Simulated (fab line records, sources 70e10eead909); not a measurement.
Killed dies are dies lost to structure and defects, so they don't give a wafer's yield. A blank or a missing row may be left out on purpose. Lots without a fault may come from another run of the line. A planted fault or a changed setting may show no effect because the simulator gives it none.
Which tool did it? | flow nand_harc | 13 lots, 37 wafers sampled, at 5 steps of a route of 1302

WHAT THE GAUGES READ, wafer by wafer
NHARC_A_SLIT_CD_MEAS_21. Usual: cd_nm 289.8 nm, standard deviation 0.88.
lot  | measured     | on        | cd_nm (nm)        | flag
L971 | day 20 20:33 | cd_sem-03 | 290.1 290.1 289.6 |
L974 | day 22 09:49 | cd_sem-02 | 290.0 289.4 290.2 |
L975 | day 22 13:10 | cd_sem-01 | 289.6 289.1 287.5 |
L973 | day 22 16:59 | cd_sem-01 | 290.6 292.0 289.8 |
L977 | day 23 01:01 | cd_sem-03 | 288.0 289.2 290.2 |
L978 | day 23 18:53 | cd_sem-03 | 289.6 290.8 289.6 |
L979 | day 24 10:19 | cd_sem-03 | 288.8 288.9 290.4 |
L981 | day 24 19:35 | cd_sem-02 | 290.5 290.3       |
L986 | day 26 01:10 | cd_sem-03 | 289.8 288.8       |
L989 | day 28 04:15 | cd_sem-01 | 290.8 291.0 290.1 |
L991 | day 28 18:28 | cd_sem-01 | 288.4 289.3 288.8 |
L990 | day 28 19:28 | cd_sem-03 | 289.4 288.8 289.5 |
L993 | day 29 06:44 | cd_sem-01 | 290.7 289.3 289.9 |

NHARC_END_SORT_01. Usual: killed_at_array 59, standard deviation 21; killed_at_other 1.0, standard deviation 1.1; killed_at_periphery 4.0, standard deviation 2.6; killed_dies 64, standard deviation 21; killed_open 3.2, standard deviation 1.7; killed_short 2.5, standard deviation 1.5.
lot  | measured     | on        | killed_at_array | killed_at_other | killed_at_periphery | killed_dies | killed_open | killed_short | flag
L971 | day 26 02:17 | prober-01 | 44 55 47        | 1 2 1           | 3 2 8               | 48 59 56    | 2 3 2       | 5 2 2        |
L975 | day 27 06:09 | prober-01 | 55 53 51        | 0 1 0           | 1 2 4               | 56 56 55    | 5 4 1       | 2 0 3        |

WHICH TOOL RAN EACH LOT (tool, then ch and the chambers of the sampled wafers, then the start)
lot  | NHARC_A_WL_FILL_STRIP_29           | NHARC_A_WL_FILL_ETCHBACK_17       | NHARC_A_WL_FILL_CMP_12
L971 | rie_diel-05 ch 0,1,2, day 21 17:57 | rie_metal-01 ch 0,1, day 21 18:04 | cmp-03 ch 0,2,3, day 22 00:01
L974 | rie_diel-13 ch 0,2, day 23 05:47   | rie_metal-02 ch 0,1, day 23 05:53 | cmp-04 ch 0,1, day 23 11:43
L975 | rie_diel-13 ch 2,3, day 23 09:54   | rie_metal-02 ch 0,1, day 23 09:59 | cmp-03 ch 0,1,3, day 23 15:46
L973 | rie_diel-13 ch 1,2, day 23 09:55   | rie_metal-01 ch 0,1, day 23 10:00 | cmp-04 ch 0,2,3, day 23 15:49
L977 | rie_diel-05 ch 0,1,3, day 23 20:03 | rie_metal-03 ch 0,1, day 23 20:11 | cmp-03 ch 0,3, day 24 02:00
L978 | rie_diel-13 ch 0,1,3, day 24 13:28 | rie_metal-01 ch 0,1, day 24 13:33 | cmp-03 ch 2,3, day 24 19:29
L979 | rie_diel-04 ch 0,2, day 25 05:51   | rie_metal-03 ch 0,1, day 25 05:56 | cmp-04 ch 0,1,3, day 25 11:49
L981 | rie_diel-04 ch 0,2, day 25 13:16   | rie_metal-03 ch 0, day 25 13:22   | cmp-03 ch 2,3, day 25 18:51
L986 | rie_diel-13 ch 0,3, day 26 19:18   | rie_metal-03 ch 0,1, day 26 19:23 | cmp-04 ch 1,2, day 27 01:10
L989 | rie_diel-13 ch 0,2,3, day 28 22:41 | rie_metal-03 ch 0,1, day 28 22:48 | cmp-04 ch 0,1,3, day 29 04:27
L991 | rie_diel-05 ch 0,1,3, day 29 13:00 | rie_metal-01 ch 0,1, day 29 13:05 | cmp-04 ch 0,1,2, day 29 18:58
L990 | rie_diel-04 ch 0,1,3, day 29 12:59 | rie_metal-03 ch 0,1, day 29 13:04 | cmp-03 ch 0,1,3, day 29 19:08
L993 | rie_diel-05 ch 0,1,2, day 30 01:58 | rie_metal-01 ch 0,1, day 30 02:03 | cmp-03 ch 0,1,2, day 30 07:59
- NHARC_A_WL_FILL_STRIP_29: strips in O2, time 20 s.
- NHARC_A_WL_FILL_ETCHBACK_17: etches the open film in Cl2/BCl3, target depth 4 nm, time 26.7 s.
- NHARC_A_WL_FILL_CMP_12: polishes, t overpolish 30 s, target thk 100 nm.

WHAT THE TOOLS THEMSELVES READ (means of the sampled wafers that have a number; where no wafer has one, the mark that the record gives instead)
NHARC_A_WL_FILL_STRIP_29. Usual: drypump_motor_current_A 5.7 A, standard deviation 0.44; oes_product_au 1.008 a.u., standard deviation 0.0095; rf_vpp_V 57.6 V, standard deviation 0.84; showerhead_plenum_p_Torr 3.50 Torr, standard deviation 0.12; throttle_valve_pct 17.036 %, standard deviation 0.0086.
lot  | tool        | drypump_motor_current_A (A) | oes_product_au (a.u.) | rf_vpp_V (V) | showerhead_plenum_p_Torr (Torr) | throttle_valve_pct (%) | flag
L971 | rie_diel-05 | 5.6                         | 1.014                 | 57.7         | 3.40                            | 17.042                 |
L974 | rie_diel-13 | 5.9                         | 1.004                 | 57.6         | 3.48                            | 17.035                 |
L975 | rie_diel-13 | 6.2                         | 1.012                 | 57.6         | 3.57                            | 17.042                 |
L973 | rie_diel-13 | 5.9                         | 1.013                 | 58.2         | 3.69                            | 17.029                 |
L977 | rie_diel-05 | 5.5                         | 1.015                 | 56.8         | 3.48                            | 17.035                 |
L978 | rie_diel-13 | 5.7                         | 1.008                 | 58.1         | 3.50                            | 17.036                 |
L979 | rie_diel-04 | 5.7                         | 1.007                 | 57.6         | 3.50                            | 17.039                 |
L981 | rie_diel-04 | 5.5                         | 1.013                 | 57.4         | 3.53                            | 17.041                 |
L986 | rie_diel-13 | 5.9                         | 1.000                 | 57.6         | 3.38                            | 17.035                 |
L989 | rie_diel-13 | 6.0                         | 1.003                 | 57.7         | 3.48                            | 17.042                 |
L991 | rie_diel-05 | 5.5                         | 1.014                 | 58.2         | 3.48                            | 17.034                 |
L990 | rie_diel-04 | 5.6                         | 1.019                 | 57.8         | 3.46                            | 17.047                 |
L993 | rie_diel-05 | 5.6                         | 1.018                 | 56.9         | 3.39                            | 17.036                 |

NHARC_A_WL_FILL_ETCHBACK_17. Usual: drypump_motor_current_A 5.48 A, standard deviation 0.26; oes_product_au 1.001 a.u., standard deviation 0.012; run_length_s 48.2 s, standard deviation 0.39.
lot  | tool         | drypump_motor_current_A (A) | oes_product_au (a.u.) | run_length_s (s) | flag
L971 | rie_metal-01 | 5.52                        | 0.988                 | 47.7             |
L974 | rie_metal-02 | 5.60                        | 1.020                 | 48.1             |
L975 | rie_metal-02 | 5.75                        | 1.018                 | 48.0             |
L973 | rie_metal-01 | 5.32                        | 0.996                 | 48.2             |
L977 | rie_metal-03 | 5.47                        | 1.004                 | 48.6             |
L978 | rie_metal-01 | 5.53                        | 0.982                 | 48.0             |
L979 | rie_metal-03 | 5.48                        | 0.986                 | 46.9             | OFF
L981 | rie_metal-03 | 5.62                        | 0.986                 | 45.0             | OFF
L986 | rie_metal-03 | 5.42                        | 0.995                 | 44.7             | OFF
L989 | rie_metal-03 | 5.34                        | 0.999                 | 48.2             |
L991 | rie_metal-01 | 5.33                        | 1.001                 | 47.9             |
L990 | rie_metal-03 | 5.35                        | 1.000                 | 48.1             |
L993 | rie_metal-01 | 5.33                        | 0.989                 | 48.1             |

NHARC_A_WL_FILL_CMP_12. Usual: motor_current_A 11.9 A, standard deviation 1; overpolish_run_s 30.000 s, standard deviation 0.0099; slurry_flow_ml_min 150.0, standard deviation 0.52; time_to_endpoint_s 20.5 s, standard deviation 2.9.
lot  | tool   | motor_current_A (A) | overpolish_run_s (s) | slurry_flow_ml_min | time_to_endpoint_s (s) | flag
L971 | cmp-03 | 12.4                | 29.998               | 150.0              | 20.1                   |
L974 | cmp-04 | 12.1                | 29.996               | 149.7              | 22.9                   |
L975 | cmp-03 | 12.0                | 30.011               | 150.0              | 19.3                   |
L973 | cmp-04 | 11.7                | 30.001               | 149.9              | 19.7                   |
L977 | cmp-03 | 13.0                | 29.994               | 149.8              | 19.1                   |
L978 | cmp-03 | 12.5                | 29.991               | 149.4              | 19.3                   |
L979 | cmp-04 | 11.7                | 30.000               | 149.9              | 18.9                   |
L981 | cmp-03 | 11.9                | 29.998               | 150.1              | 17.6                   |
L986 | cmp-04 | 11.9                | 30.002               | 149.6              | 22.9                   |
L989 | cmp-04 | 11.7                | 29.994               | 149.8              | 18.9                   |
L991 | cmp-04 | 12.5                | 30.004               | 150.2              | 23.8                   |
L990 | cmp-03 | 12.5                | 29.997               | 150.2              | 22.4                   |
L993 | cmp-03 | 11.6                | 30.001               | 150.0              | 21.3                   |

THE ANSWER, worked out from the rows above alone
Rule: a lot is off if the mean of its wafers that have a number lies more than 3 standard deviations from the usual mean. A lot without any number at a reading at which 4 lots or more have one is off too. The other lots that the step has rows for count as sound. The gauges are gone through in route order, then the tools' own readings, and for those a lot's mean is taken as printed above. The first step at which some lot is off is used, and at that step the reading that is off furthest; a lot without a number counts as furthest.
Off: L979, L981, L986, at NHARC_A_WL_FILL_ETCHBACK_17 (run_length_s).
A tool fits if, at that step or a process step before it, it ran every lot that is off, and no sound lot after the first of them. None of those tried fits.

WHAT THE SIMULATOR HAD PUT IN
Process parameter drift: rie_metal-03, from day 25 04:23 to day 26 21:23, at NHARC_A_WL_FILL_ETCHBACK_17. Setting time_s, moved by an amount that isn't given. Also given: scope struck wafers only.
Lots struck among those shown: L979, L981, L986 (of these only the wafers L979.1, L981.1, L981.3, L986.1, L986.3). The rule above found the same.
